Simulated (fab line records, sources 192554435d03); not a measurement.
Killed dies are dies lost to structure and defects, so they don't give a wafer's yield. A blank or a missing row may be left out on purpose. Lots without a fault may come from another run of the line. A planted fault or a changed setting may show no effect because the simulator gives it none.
Which tool did it? | flow n5_finfet | 10 lots, 28 wafers sampled, at 4 steps of a route of 1938

WHAT THE GAUGES READ, wafer by wafer
N5_BEOL_M4_RC_MEAS_101. Usual: DIBL_N 36.8 mV/V, standard deviation 2.2; DIBL_P 37.0 mV/V, standard deviation 2.8; IOFF_N 0.18 nA/um, standard deviation 0.043; IOFF_P 0.23 nA/um, standard deviation 0.05; ION_N 680 uA/um, standard deviation 14; ION_P 466 uA/um, standard deviation 9.1; SS_N 71.7 mV/dec, standard deviation 0.74; SS_P 73.5 mV/dec, standard deviation 0.79; VT_N 248 mV, standard deviation 4; VT_P -249 mV, standard deviation 4.1.
lot  | measured     | on        | DIBL_N (mV/V)  | DIBL_P (mV/V)  | IOFF_N (nA/um) | IOFF_P (nA/um) | ION_N (uA/um) | ION_P (uA/um) | SS_N (mV/dec)  | SS_P (mV/dec)  | VT_N (mV)   | VT_P (mV)      | flag
L371 | day 8 09:34  | prober-02 | 37.8 34.9 38.9 | 36.7 33.9 38.6 | 0.16 0.13 0.19 | 0.19 0.17 0.23 | 666 677 688   | 450 462 463   | 71.9 69.7 71.8 | 73.9 73.0 73.7 | 249 252 248 | -254 -255 -251 |
L374 | day 9 08:22  | prober-01 | 36.6 32.5      | 39.3 33.7      | 0.18 0.10      | 0.20 0.13      | 682 659       | 455 444       | 71.6 70.4      | 73.9 72.3      | 246 255     | -253 -259      |
L377 | day 9 11:29  | prober-02 | 37.2 34.5 38.6 | 36.0 33.0 38.7 | 0.17 0.13 0.20 | 0.22 0.18 0.26 | 678 658 677   | 465 457 469   | 72.8 71.3 72.6 | 73.9 72.6 73.6 | 248 250 246 | -248 -250 -246 |
L378 | day 10 08:27 | prober-02 | 40.9 36.3 31.0 | 45.1 39.3 32.1 | 0.28 0.17 0.09 | 0.36 0.23 0.13 | 698 685 647   | 474 472 449   | 72.8 71.2 69.7 | 75.9 72.8 71.9 | 240 247 256 | -244 -251 -257 |
L379 | day 10 14:59 | prober-01 | 36.7 36.1 35.3 | 37.0 36.3 35.5 | 0.18 0.17 0.14 | 0.25 0.24 0.24 | 681 673 662   | 472 471 462   | 71.6 72.1 71.9 | 73.8 73.8 73.0 | 246 249 253 | -245 -248 -246 |
L389 | day 12 20:40 | prober-01 | 33.8 36.8 38.4 | 32.3 36.9 38.7 | 0.13 0.18 0.23 | 0.18 0.25 0.27 | 664 682 700   | 461 468 479   | 71.4 71.5 71.8 | 72.0 72.8 73.7 | 253 247 242 | -252 -249 -248 |
L388 | day 12 20:48 | prober-02 | 34.6 30.4 39.2 | 34.2 29.0 40.9 | 0.13 0.08 0.25 | 0.19 0.12 0.31 | 664 636 695   | 457 441 474   | 70.7 69.9 71.6 | 73.0 71.5 74.1 | 252 259 242 | -251 -257 -244 |
L391 | day 13 03:29 | prober-01 | 37.4 39.8 38.5 | 36.0 41.2 37.6 | 0.18 0.25 0.21 | 0.20 0.31 0.23 | 687 707 683   | 459 480 460   | 71.9 73.3 72.8 | 73.4 74.3 73.8 | 249 244 247 | -252 -249 -250 |
L390 | day 13 05:25 | prober-02 | 38.8 37.5 37.8 | 40.2 39.5 38.9 | 0.22 0.20 0.18 | 0.29 0.29 0.25 | 696 696 679   | 472 480 466   | 72.0 72.4 72.2 | 74.7 74.3 74.3 | 247 245 249 | -244 -244 -245 |
L393 | day 13 11:31 | prober-02 | 36.7 37.7      | 37.9 40.2      | 0.20 0.22      | 0.26 0.31      | 686 701       | 474 487       | 72.2 72.3      | 73.6 74.8      | 243 242     | -244 -241      |

N5_BEOL_M9_RS_MEAS_57: measures by four-point-probe. Usual: M9_RS 0.153 ohm/sq, standard deviation 0.0054.
lot  | measured     | on            | M9_RS (ohm/sq)    | flag
L371 | day 10 09:57 | film_metro-02 | 0.146 0.142 0.147 |
L374 | day 11 05:46 | film_metro-02 | 0.158 0.159       |
L377 | day 11 08:58 | film_metro-02 | 0.160 0.151 0.157 |
L378 | day 12 05:07 | film_metro-01 | 0.146 0.153 0.152 |
L379 | day 12 13:52 | film_metro-02 | 0.153 0.159 0.159 |
L389 | day 14 18:55 | film_metro-01 | 0.141 0.143 0.161 |
L388 | day 14 20:56 | film_metro-01 | 0.158 0.161 0.164 |
L391 | day 15 04:43 | film_metro-02 | 0.159 0.154 0.155 |
L390 | day 15 03:24 | film_metro-02 | 0.153 0.155 0.157 |
L393 | day 15 09:40 | film_metro-01 | 0.153 0.149       |

WHICH TOOL RAN EACH LOT (tool, then ch and the chambers of the sampled wafers, then the start)
lot  | N5_BEOL_M9_PRE_CLEAN_45      | N5_BEOL_M9_CMP_52
L371 | pvd_sputter-01, day 10 08:01 | cmp-02 ch 0,1,2, day 10 09:32
L374 | pvd_sputter-02, day 11 02:09 | cmp-01 ch 3, day 11 05:20
L377 | pvd_sputter-01, day 11 07:05 | cmp-01 ch 0,1,2, day 11 08:37
L378 | pvd_sputter-03, day 12 01:43 | cmp-02 ch 0,1,2, day 12 04:42
L379 | pvd_sputter-03, day 12 12:22 | cmp-01 ch 0,3, day 12 13:24
L389 | pvd_sputter-03, day 14 17:06 | cmp-02 ch 0,2,3, day 14 18:31
L388 | pvd_sputter-02, day 14 19:02 | cmp-01 ch 2,3, day 14 20:33
L391 | pvd_sputter-03, day 15 01:36 | cmp-02 ch 1,2,3, day 15 04:17
L390 | pvd_sputter-01, day 15 01:11 | cmp-02 ch 1,2,3, day 15 03:01
L393 | pvd_sputter-02, day 15 07:10 | cmp-01 ch 0,3, day 15 09:23
- N5_BEOL_M9_PRE_CLEAN_45: time 30 s.
- N5_BEOL_M9_CMP_52: polishes, stops on SiCOH lowk, t overpolish 7 s, target thk 140 nm.

WHAT THE TOOLS THEMSELVES READ (means of the sampled wafers that have a number; where no wafer has one, the mark that the record gives instead)
N5_BEOL_M9_PRE_CLEAN_45. Usual: heater_power_w 338 W, standard deviation 47.
lot  | tool           | heater_power_w (W) | flag
L371 | pvd_sputter-01 | 356                |
L374 | pvd_sputter-02 | 404                |
L377 | pvd_sputter-01 | 328                |
L378 | pvd_sputter-03 | 321                |
L379 | pvd_sputter-03 | 342                |
L389 | pvd_sputter-03 | 313                |
L388 | pvd_sputter-02 | 316                |
L391 | pvd_sputter-03 | 316                |
L390 | pvd_sputter-01 | 325                |
L393 | pvd_sputter-02 | 370                |

N5_BEOL_M9_CMP_52. Usual: barrier_field_endpoint_s 29.1 s, standard deviation 1.1; motor_current_A 5.7 A, standard deviation 0.43; overpolish_run_s 7.000 s, standard deviation 0.0095; time_to_endpoint_s 67 s, standard deviation 5.6.
lot  | tool   | barrier_field_endpoint_s (s) | motor_current_A (A) | overpolish_run_s (s) | time_to_endpoint_s (s) | flag
L371 | cmp-02 | 29.6                         | 5.8                 | 6.996                | 69                     |
L374 | cmp-01 | 29.1                         | 5.9                 | 6.994                | 64                     |
L377 | cmp-01 | 29.2                         | 5.6                 | 6.998                | 69                     |
L378 | cmp-02 | 29.5                         | 5.5                 | 7.001                | 69                     |
L379 | cmp-01 | 28.2                         | 5.7                 | 6.996                | 64                     |
L389 | cmp-02 | 29.1                         | 5.5                 | 7.001                | 65                     |
L388 | cmp-01 | 28.4                         | 5.5                 | 7.003                | 61                     |
L391 | cmp-02 | 29.6                         | 5.9                 | 6.996                | 70                     |
L390 | cmp-02 | 29.3                         | 5.8                 | 7.001                | 68                     |
L393 | cmp-01 | 28.1                         | 6.0                 | 7.008                | 63                     |

THE ANSWER, worked out from the rows above alone
Rule: a lot is off if the mean of its wafers that have a number lies more than 3 standard deviations from the usual mean. A lot without any number at a reading at which 4 lots or more have one is off too. The other lots that the step has rows for count as sound. The gauges are gone through in route order, then the tools' own readings, and for those a lot's mean is taken as printed above. The first step at which some lot is off is used, and at that step the reading that is off furthest; a lot without a number counts as furthest.
No lot is off at any reading shown: from this, nothing can be told.

WHAT THE SIMULATOR HAD PUT IN
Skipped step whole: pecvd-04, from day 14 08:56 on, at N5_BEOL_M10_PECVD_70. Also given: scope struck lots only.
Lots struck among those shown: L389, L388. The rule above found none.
